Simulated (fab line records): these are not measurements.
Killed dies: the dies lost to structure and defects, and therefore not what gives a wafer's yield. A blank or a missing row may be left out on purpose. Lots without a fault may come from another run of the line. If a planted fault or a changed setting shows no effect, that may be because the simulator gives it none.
What tool caused it? -- flow n5Finfet -- 12 lots with 36 wafers sampled at 2 steps, on a route of 1938 steps

WHAT THE GAUGES READ, wafer by wafer
N5_MOL_CONTACT_COAG_OVL_MEAS_09.
lot,measured,on,CA_OVL (nm)
L075,day 4 21:23,overlay-02,0.0 -0.5 -0.1
L077,day 5 10:20,overlay-01,-0.3 0.0 0.0
L079,day 5 21:27,overlay-02,0.6 1.2 0.9
L081,day 6 11:28,overlay-02,0.5 0.5 0.0
L083,day 6 21:02,overlay-01,-0.4 -1.7 -0.9
L085,day 7 11:01,overlay-02,-0.3 0.7 -0.4
L087,day 7 21:06,overlay-02,-1.0 -0.8 -0.4
L090,day 8 12:26,overlay-02,-0.4 -1.6 -0.8
L089,day 8 20:19,overlay-01,0.9 0.2 0.9
L093,day 9 10:04,overlay-01,-0.2 -0.5 0.1
L095,day 9 20:17,overlay-01,-0.4 0.9 -0.5
L097,day 10 09:43,overlay-01,-0.6 -0.8 0.2

WHICH TOOL RAN EACH LOT (tool, then ch and the chambers of the sampled wafers, then the start)
lot,N5_GATE_CUT_CMP_61
L075,"cmp-04 ch 0,3, day 4 20:49"
L077,"cmp-02 ch 0,1, day 5 09:49"
L079,"cmp-04 ch 0,1, day 5 20:46"
L081,"cmp-04 ch 0,1, day 6 10:53"
L083,"cmp-04 ch 0,1,3, day 6 20:32"
L085,"cmp-03 ch 1,2,3, day 7 10:20"
L087,"cmp-03 ch 0,2,3, day 7 20:25"
L090,"cmp-02 ch 1,2, day 8 11:46"
L089,"cmp-03 ch 0,2, day 8 19:38"
L093,"cmp-03 ch 0,1,2, day 9 09:29"
L095,"cmp-02 ch 0,1,3, day 9 19:35"
L097,"cmp-02 ch 0,1,2, day 10 09:13"
- N5_GATE_CUT_CMP_61: polishes, stops on SiNx, t overpolish 3 s.

THE ANSWER, worked out from the rows above alone
Rule: the lots themselves supply what counts as usual. Put in order of their means at a reading, lots are off if they are a third of the lots or fewer, leave a main group of 4 or more, and stand apart from it by a gap of 3 or more times the standard deviation of the main group's means; of several such gaps the widest counts. The tables above print the reading to a certain number of digits; a main group whose means all agree to those digits is not used. Also off: a lot with no number at a reading for which 4 or more lots have one. Any other lot the step has rows for is counted as sound.
None of the lots is off at any reading shown; this tells nothing.

WHAT THE SIMULATOR HAD PUT IN
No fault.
